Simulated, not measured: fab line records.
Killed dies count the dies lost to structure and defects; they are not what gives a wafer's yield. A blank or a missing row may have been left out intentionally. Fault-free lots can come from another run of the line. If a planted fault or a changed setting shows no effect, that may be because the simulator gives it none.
Matching of chambers :: flow n5_finfet :: ald_sin-03 running N5_SD_EPI_N_LINER_46: 4 sister chambers
The step material SiNx, target thk 3 nm. 18 wafers are shown with their chamber, then 9 later ones without.

WAFERS WITH THEIR CHAMBER
wafer: L074.1
chamber: 3
heater_power_w (W): 776

wafer: L074.2
chamber: 2
heater_power_w (W): 687

wafer: L074.6
chamber: 2
heater_power_w (W): 687

wafer: L079.1
chamber: 2
heater_power_w (W): 688

wafer: L079.5
chamber: 2
heater_power_w (W): 681

wafer: L079.6
chamber: 3
heater_power_w (W): 780

wafer: L082.1
chamber: 0
heater_power_w (W): 947

wafer: L082.3
chamber: 2
heater_power_w (W): 676

wafer: L082.4
chamber: 1
heater_power_w (W): 824

wafer: L084.2
chamber: 2
heater_power_w (W): 700

wafer: L084.4
chamber: 0
heater_power_w (W): 937

wafer: L084.5
chamber: 0
heater_power_w (W): 935

wafer: L087.1
chamber: 2
heater_power_w (W): 703

wafer: L087.3
chamber: 3
heater_power_w (W): 760

wafer: L087.6
chamber: 2
heater_power_w (W): 699

wafer: L089.3
chamber: 3
heater_power_w (W): 764

wafer: L089.4
chamber: 2
heater_power_w (W): 700

wafer: L089.5
chamber: 1
heater_power_w (W): 810

SIGNATURES (averages over the wafers above)
reading: heater_power_w
chamber 0: 939.67
chamber 1: 817.00
chamber 2: 691.22
chamber 3: 770.00
scatter within a chamber: 9.21
Rule: for a wafer and a chamber, the distance is found by dividing, reading by reading, the gap between the wafer's reading and the chamber's mean by the reading's scatter, squaring, summing and taking the root. If the next closest chamber is less than 2 further off than the closest, the wafer can't be placed; otherwise it belongs to the closest. How the scatter is found: for the shown wafers, subtract from each reading the mean of its chamber, square and add these, divide the total by (wafers less chambers), then take the root.

WAFERS WITHOUT THEIR CHAMBER
wafer: L091.1
heater_power_w (W): 788

wafer: L091.2
heater_power_w (W): 924

wafer: L091.4
heater_power_w (W): 823

wafer: L092.2
heater_power_w (W): 691

wafer: L092.3
heater_power_w (W): 811

wafer: L092.4
heater_power_w (W): 941

wafer: L097.1
heater_power_w (W): 650

wafer: L097.3
heater_power_w (W): 710

wafer: L097.4
heater_power_w (W): 905

EACH ONE'S CHAMBER
wafer: L091.1
from the rows above: can't be placed: 3 or 1
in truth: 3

wafer: L091.2
from the rows above: 0
in truth: 0

wafer: L091.4
from the rows above: 1
in truth: 1

wafer: L092.2
from the rows above: 2
in truth: 2

wafer: L092.3
from the rows above: 1
in truth: 1

wafer: L092.4
from the rows above: 0
in truth: 0

wafer: L097.1
from the rows above: 2
in truth: 2

wafer: L097.3
from the rows above: 2
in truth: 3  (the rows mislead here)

wafer: L097.4
from the rows above: 0
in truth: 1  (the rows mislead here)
Correctly placed: 6 of 9. Not placeable from these rows: 1 (in 1, the candidates include the true chamber). Number placed wrongly: 2.
